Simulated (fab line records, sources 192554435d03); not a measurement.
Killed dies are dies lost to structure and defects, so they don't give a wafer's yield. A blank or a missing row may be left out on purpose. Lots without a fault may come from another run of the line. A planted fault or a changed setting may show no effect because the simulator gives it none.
Chamber matching | flow n5_finfet | N5_MOL_CONTACT_COAG_ETCHBACK_134 on rie_diel-06: 4 sister chambers
The step etches SiO2 in CHF3, target depth 10 nm, time 6.7 s. 20 wafers are shown with their chamber, then 10 later ones without.

WAFERS WITH THEIR CHAMBER
wafer  | chamber | rf_vpp_V (V) | throttle_valve_pct (%) | mfc_ar_sccm (sccm)
L074.2 | 2       | 522          | 18.84                  | 199.9
L074.3 | 3       | 520          | 18.60                  | 200.3
L074.5 | 2       | 524          | 18.85                  | 199.7
L075.1 | 0       | 497          | 18.96                  | 198.6
L075.5 | 2       | 523          | 18.86                  | 198.7
L075.6 | 1       | 535          | 18.47                  | 200.1
L077.2 | 2       | 524          | 18.86                  | 200.0
L077.5 | 0       | 498          | 18.97                  | 199.5
L077.6 | 1       | 534          | 18.48                  | 201.1
L081.1 | 2       | 523          | 18.88                  | 199.1
L081.4 | 1       | 535          | 18.49                  | 200.2
L081.6 | 3       | 517          | 18.27                  | 200.7
L084.1 | 3       | 516          | 18.27                  | 200.1
L084.5 | 2       | 521          | 18.89                  | 199.4
L084.6 | 1       | 535          | 18.51                  | 200.5
L087.2 | 2       | 523          | 18.90                  | 200.2
L087.3 | 3       | 519          | 18.27                  | 200.6
L087.5 | 0       | 505          | 18.52                  | 199.0
L090.1 | 3       | 518          | 18.29                  | 199.4
L090.3 | 1       | 534          | 18.52                  | 198.9

SIGNATURES (means of the wafers above)
reading            | chamber 0 | chamber 1 | chamber 2 | chamber 3 | scatter within a chamber
rf_vpp_V           | 500.00    | 534.60    | 522.86    | 518.00    | 1.87
throttle_valve_pct | 18.8167   | 18.4940   | 18.8686   | 18.3400   | 0.118
mfc_ar_sccm        | 199.033   | 200.160   | 199.571   | 200.220   | 0.601
Rule: a wafer's distance from a chamber is the root of the sum, over the readings, of the square of ((its reading less the chamber's mean) divided by the reading's scatter). The wafer belongs to the nearest chamber; if the next one is less than 2 further off, it can't be placed. The scatter: the root of (the sum of the squares of (reading less its chamber's mean) over the shown wafers, divided by (wafers less chambers)).

WAFERS WITHOUT THEIR CHAMBER
wafer  | rf_vpp_V (V) | throttle_valve_pct (%) | mfc_ar_sccm (sccm)
L090.4 | 504          | 18.53                  | 200.4
L093.1 | 504          | 18.54                  | 201.5
L093.4 | 519          | 18.30                  | 200.6
L093.5 | 504          | 18.53                  | 200.6
L095.2 | 505          | 18.55                  | 199.6
L095.3 | 523          | 18.92                  | 199.9
L095.4 | 517          | 18.31                  | 198.8
L097.1 | 522          | 18.93                  | 199.1
L097.5 | 521          | 18.93                  | 198.9
L097.6 | 533          | 18.55                  | 200.2

WHICH CHAMBER EACH WENT THROUGH
wafer  | from the rows above | in truth
L090.4 | 0                   | 0
L093.1 | 0                   | 0
L093.4 | 3                   | 3
L093.5 | 0                   | 0
L095.2 | 0                   | 0
L095.3 | 2                   | 2
L095.4 | 3                   | 3
L097.1 | 2                   | 2
L097.5 | 2                   | 2
L097.6 | 1                   | 1
Placed correctly: 10 of 10. Can't be placed from these rows: 0. Placed wrongly: 0.
